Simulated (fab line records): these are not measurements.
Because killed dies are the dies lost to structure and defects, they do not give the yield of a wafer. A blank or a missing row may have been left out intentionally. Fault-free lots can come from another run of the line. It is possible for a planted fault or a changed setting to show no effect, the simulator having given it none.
2 desks, one fault    flow nandHarc    numbers are kept per desk, each desk with only its own; the story behind them comes last

## DESK OF THE TOOL OWNER: rieDiel-01
The tool's own readings at NHARC_A_CONTACT_ETCH_30 (etches the open film in CF4/CHF3, target depth 72.6 nm, time 36.3 s): means of the sampled wafers that have a number, for each lot that ran on this tool. A lot is out of limits, marked OUT, if its mean lies more than 4 standard deviations from the usual mean; the brackets give that distance.
Columns: A = cf4FlowSccm at NHARC_A_CONTACT_ETCH_30, usual 100.01 sccm; B = drypumpMotorCurrentA at NHARC_A_CONTACT_ETCH_30, usual 5.8 A; C = oesProductAu at NHARC_A_CONTACT_ETCH_30, usual 0.928 a.u.; D = rfFwdPowerW at NHARC_A_CONTACT_ETCH_30, usual 492.6 W; E = rfVppV at NHARC_A_CONTACT_ETCH_30, usual 369.1 V; F = showerheadPlenumPTorr at NHARC_A_CONTACT_ETCH_30, usual 1.53 Torr; G = throttleValvePct at NHARC_A_CONTACT_ETCH_30, usual 16.803 %
lot   first seen here  A       B    C                 D                E      F     G
L742  day 22 12:55     99.97   6.0  0.937             493.4            369.4  1.54  16.801
L747  day 25 05:07     99.97   6.0  0.968             491.7            369.6  1.55  16.800
L746  day 25 08:12     100.19  6.0  0.970             491.5            370.6  1.55  16.802
L751  day 27 16:25     100.11  5.9  1.020 (+4.6) OUT  570.8 (+29) OUT  370.3  1.55  16.800
L752  day 28 14:56     99.91   6.0  1.010 (+4.1) OUT  570.1 (+29) OUT  369.3  1.52  16.806
This desk's verdict: out of limits on L751, L752, starting with L751 at day 27 16:25 (oesProductAu at NHARC_A_CONTACT_ETCH_30). L742, L747, L746: within limits.

## FROM THE METROLOGY DESK
Lot by lot, what the gauges showed, no matter which tool ran the lot: averages of those sampled wafers that carry a number. A lot is out of limits, marked OUT, if its mean lies more than 4 standard deviations from the usual mean; the brackets give that distance.
Columns: A = cdNm at NHARC_A_CONTACT_CD_MEAS_08, usual 199.7 nm
lot   first seen here  A
L742  day 22 12:13     199.8
L740  day 22 18:36     199.0
L747  day 25 04:17     199.1
L743  day 25 06:11     199.4
L746  day 25 07:19     199.7
L751  day 27 15:20     200.1
L752  day 28 14:02     199.2
L758  day 29 08:47     200.1
L757  day 29 20:26     199.2
L761  day 31 12:45     199.2
L762  day 31 14:28     200.2
L763  day 31 22:17     200.0
This desk found nothing out of limits on any of the 12 lots.

## BROUGHT TOGETHER
An alarm could have come from the tool owner's desk at day 27 16:25, on L751, L752.
Nothing out of limits was seen by the metrology desk.
The metrology desk has L751, L752 on record, within its limits.
On rieDiel-01, each named lot ran NHARC_A_CONTACT_ETCH_30.

## WHAT HAD BEEN PUT IN BY THE SIMULATOR
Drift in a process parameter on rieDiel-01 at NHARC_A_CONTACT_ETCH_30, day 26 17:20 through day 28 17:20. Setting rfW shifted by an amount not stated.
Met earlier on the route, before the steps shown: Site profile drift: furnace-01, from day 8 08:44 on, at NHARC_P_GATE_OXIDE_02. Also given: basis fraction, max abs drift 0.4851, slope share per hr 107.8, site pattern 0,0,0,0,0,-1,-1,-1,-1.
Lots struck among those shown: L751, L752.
How many hours passed from the start of the fault until each desk's first out-of-limits reading: the tool owner's desk, 23.
